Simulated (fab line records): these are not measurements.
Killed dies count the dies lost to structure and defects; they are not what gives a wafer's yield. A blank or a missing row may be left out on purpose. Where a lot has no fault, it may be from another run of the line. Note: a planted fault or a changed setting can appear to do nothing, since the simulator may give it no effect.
Chamber matching :: flow n5-finfet :: pecvd-03 running N5_FIN_SAQP_HM_DEP_03: 3 sister chambers
The step deposits SiNx from SiH4/NH3/N2, target thk 38 nm, time 33.6 s. 6 wafers are shown with their chamber, then 12 later ones without.

== WAFERS WITH THEIR CHAMBER ==
wafer: L092.1
chamber: 1
showerhead-plenum-p-Torr (Torr): 5.32
throttle-valve-pct (%): 39.3

wafer: L092.4
chamber: 2
showerhead-plenum-p-Torr (Torr): 5.12
throttle-valve-pct (%): 38.2

wafer: L092.5
chamber: 1
showerhead-plenum-p-Torr (Torr): 5.34
throttle-valve-pct (%): 39.6

wafer: L093.2
chamber: 0
showerhead-plenum-p-Torr (Torr): 5.13
throttle-valve-pct (%): 38.0

wafer: L093.4
chamber: 0
showerhead-plenum-p-Torr (Torr): 5.12
throttle-valve-pct (%): 38.1

wafer: L093.5
chamber: 2
showerhead-plenum-p-Torr (Torr): 5.13
throttle-valve-pct (%): 38.4

== WAFERS WITH NO CHAMBER GIVEN ==
wafer: L094.2
showerhead-plenum-p-Torr (Torr): 5.13
throttle-valve-pct (%): 38.2

wafer: L094.4
showerhead-plenum-p-Torr (Torr): 5.12
throttle-valve-pct (%): 38.3

wafer: L094.6
showerhead-plenum-p-Torr (Torr): 5.12
throttle-valve-pct (%): 38.0

wafer: L095.1
showerhead-plenum-p-Torr (Torr): 5.12
throttle-valve-pct (%): 38.1

wafer: L095.2
showerhead-plenum-p-Torr (Torr): 5.32
throttle-valve-pct (%): 39.8

wafer: L095.3
showerhead-plenum-p-Torr (Torr): 5.13
throttle-valve-pct (%): 38.3

wafer: L095.4
showerhead-plenum-p-Torr (Torr): 5.14
throttle-valve-pct (%): 38.0

wafer: L095.5
showerhead-plenum-p-Torr (Torr): 5.33
throttle-valve-pct (%): 39.6

wafer: L095.6
showerhead-plenum-p-Torr (Torr): 5.12
throttle-valve-pct (%): 38.4

wafer: L097.4
showerhead-plenum-p-Torr (Torr): 5.14
throttle-valve-pct (%): 38.0

wafer: L097.5
showerhead-plenum-p-Torr (Torr): 5.12
throttle-valve-pct (%): 38.1

wafer: L097.6
showerhead-plenum-p-Torr (Torr): 5.33
throttle-valve-pct (%): 39.9

== THE CHAMBER EACH PASSED THROUGH ==
wafer: L094.2
from the rows above: can't be placed: 2 or 0
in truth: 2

wafer: L094.4
from the rows above: can't be placed: 2 or 0
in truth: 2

wafer: L094.6
from the rows above: can't be placed: 0 or 2
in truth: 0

wafer: L095.1
from the rows above: can't be placed: 0 or 2
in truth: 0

wafer: L095.2
from the rows above: 1
in truth: 1

wafer: L095.3
from the rows above: can't be placed: 2 or 0
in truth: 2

wafer: L095.4
from the rows above: can't be placed: 0 or 2
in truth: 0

wafer: L095.5
from the rows above: 1
in truth: 1

wafer: L095.6
from the rows above: can't be placed: 2 or 0
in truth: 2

wafer: L097.4
from the rows above: can't be placed: 0 or 2
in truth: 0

wafer: L097.5
from the rows above: can't be placed: 0 or 2
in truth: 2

wafer: L097.6
from the rows above: 1
in truth: 1
Correctly placed: 3 of 12. Unplaceable from these rows: 9, with the true chamber sitting among the candidates in 9. Wrongly placed: 0.
How it was worked out, from the rows above alone: a wafer's distance from a chamber is the root of the sum, over the readings, of the square of ((its reading less the chamber's mean) divided by the reading's scatter). If the next closest chamber is less than 2 further off than the closest, the wafer can't be placed; otherwise it belongs to the closest. Each chamber's mean is taken over the wafers shown for it. The scatter is the square root of a quotient: the sum, over the shown wafers, of each reading's squared deviation from its chamber's mean, divided by wafers minus chambers.
